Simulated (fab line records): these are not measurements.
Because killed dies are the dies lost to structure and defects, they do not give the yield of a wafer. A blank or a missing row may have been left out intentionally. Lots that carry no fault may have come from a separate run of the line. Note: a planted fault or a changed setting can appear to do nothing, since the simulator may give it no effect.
Chamber matching / flow n5 finfet / N5_FIN_CUT_DESCUM_13 on rie diel-01 has 4 sister chambers
The step chemistry O2, time 7 s. 4 wafers are shown with their chamber, then 8 later ones without.

## WAFERS WITH THEIR CHAMBER
wafer=L475.1; chamber=0; showerhead plenum p Torr (Torr)=2.08
wafer=L475.2; chamber=2; showerhead plenum p Torr (Torr)=2.21
wafer=L475.3; chamber=1; showerhead plenum p Torr (Torr)=2.13
wafer=L476.1; chamber=3; showerhead plenum p Torr (Torr)=2.10

## WAFERS MISSING THEIR CHAMBER
wafer=L476.2; showerhead plenum p Torr (Torr)=2.08
wafer=L476.3; showerhead plenum p Torr (Torr)=2.12
wafer=L479.3; showerhead plenum p Torr (Torr)=2.08
wafer=L479.4; showerhead plenum p Torr (Torr)=2.10
wafer=L479.6; showerhead plenum p Torr (Torr)=2.12
wafer=L485.2; showerhead plenum p Torr (Torr)=2.09
wafer=L485.4; showerhead plenum p Torr (Torr)=2.12
wafer=L485.5; showerhead plenum p Torr (Torr)=2.08

## EACH ONE'S CHAMBER
wafer=L476.2; from the rows above=0; in truth=0
wafer=L476.3; from the rows above=can't be placed: 1 or 3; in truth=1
wafer=L479.3; from the rows above=0; in truth=0
wafer=L479.4; from the rows above=3; in truth=3
wafer=L479.6; from the rows above=can't be placed: 1 or 3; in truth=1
wafer=L485.2; from the rows above=can't be placed: 0 or 3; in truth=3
wafer=L485.4; from the rows above=can't be placed: 1 or 3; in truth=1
wafer=L485.5; from the rows above=0; in truth=0
Correctly placed: 4 of 8. Can't be placed from these rows: 4 (the true chamber is among the candidates in 4). Number placed wrongly: 0.
How it was worked out, from the rows above alone: a wafer's distance from a chamber is the root of the sum, over the readings, of the square of ((its reading less the chamber's mean) divided by the reading's scatter). The wafer belongs to the nearest chamber; if the next one is less than 2 further off, it can't be placed. The mean given for a chamber averages the wafers shown for that chamber. The scatter: with one shown wafer a chamber, the root of the mean of the squares of how far each hidden wafer lies from its nearest shown one.
